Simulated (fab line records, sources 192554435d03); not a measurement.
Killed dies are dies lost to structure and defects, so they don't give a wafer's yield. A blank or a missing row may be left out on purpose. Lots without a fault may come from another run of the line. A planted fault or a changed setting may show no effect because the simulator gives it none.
Problem report in the 8D (eight disciplines) form, filled by code | flow n5_finfet | the parts of the form that need people (team, actions taken, sign-off) are left out

1. THE PROBLEM
susceptor_temp_C at N5_BEOL_M5_ILD_DEP_00 reads a mean of 304.80 C on 1 wafer of 1 lot; wafers without a fault read 299.98 C with a standard deviation of 0.17. That is +28 standard deviations from the usual mean.
The step: deposits SiCOH lowk from DEMS/porogen, target thk 140.64 nm, time 25.9 s.
First seen on wafer L154.6, day 10 13:35, on pecvd-02. The record holds 33 wafers of 11 lots with a number at this step. Rule for "out", or "out of limits": more than 4 standard deviations from the usual mean. The other wafers with a number count as sound.

2. WHAT IT IS AND WHAT IT IS NOT
question                    | is                | is not
which readings at this step | susceptor_temp_C  | chamber_pressure_Torr, heater_power_w, throttle_valve_pct
which lots                  | L154              | L146, L148, L149, L151, L159, L160, L161, L162, L166, L167
which wafers of those lots  | L154.6            | L154.4, L154.5
read on which tools         | pecvd-02          | pecvd-01, pecvd-04
when                        | from day 10 13:35 | up to then (14 sound wafers); but 18 sound wafers of L159, L160, L161, L162, L166, L167 came after

3. SUSPECTS, AND WHAT RULES EACH OUT
Counting: a tool at a process step up to the reading stays a suspect if it ran every lot that is out. Sound lots after the first of them don't rule it out here, since some wafers of a struck lot are sound.
- pvd_sputter-03 at N5_BEOL_M4_SPUTTER_90 (material Cu, target thk 4.5 nm, time 8.29 s): kept. It ran the lot that is out, L154 (day 10 10:51); its last sound lot up to then is L148 (day 9 03:39).
- pvd_sputter-03 at N5_BEOL_M4_ANNEAL_91 (time 240 s): kept. It ran the lot that is out, L154 (day 10 10:56); its last sound lot up to then is L148 (day 9 03:44).
- pecvd-02 at N5_BEOL_M5_ILD_DEP_00 (deposits SiCOH lowk from DEMS/porogen, target thk 140.64 nm, time 25.9 s): kept. It ran the lot that is out, L154 (day 10 13:35); its last sound lot up to then is L149 (day 9 08:53). Its own readings are out on those wafers: susceptor_temp_C.
- Within pecvd-02 at N5_BEOL_M5_ILD_DEP_00: the wafers that are out ran in chamber 0; their sound lot-mates ran in chambers 1, 2.
Left after counting: pvd_sputter-03 at N5_BEOL_M4_SPUTTER_90, pvd_sputter-03 at N5_BEOL_M4_ANNEAL_91, pecvd-02 at N5_BEOL_M5_ILD_DEP_00.

4. THE CAUSE (what the simulator had put in)
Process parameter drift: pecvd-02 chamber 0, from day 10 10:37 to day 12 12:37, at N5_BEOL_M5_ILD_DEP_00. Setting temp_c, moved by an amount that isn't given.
Counting left 3 suspects, and this tool is among them.

5. THE CHAIN OF EFFECTS, in route order
Each row: a reading whose mean over the struck wafers that have a number lies more than 3 standard deviations from the usual. Only readings for which the record gives a usual standard deviation are gone through. hours: the time from each lot's start at the first step in this table that gives one to its start at this step, as a median over the lots. sigmas: the change in usual standard deviations.
hours | step                  | reading          | usual    | on struck wafers | change | sigmas
0     | N5_BEOL_M5_ILD_DEP_00 | susceptor_temp_C | 299.98 C | 304.80           | +4.82  | +28
The process steps in it:
- N5_BEOL_M5_ILD_DEP_00: deposits SiCOH lowk from DEMS/porogen, target thk 140.64 nm, time 25.9 s.

6. WHAT WOULD HAVE CAUGHT IT SOONER
In this record the first reading out of limits was taken at day 10 13:35, 3 hours after the fault began at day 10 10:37.
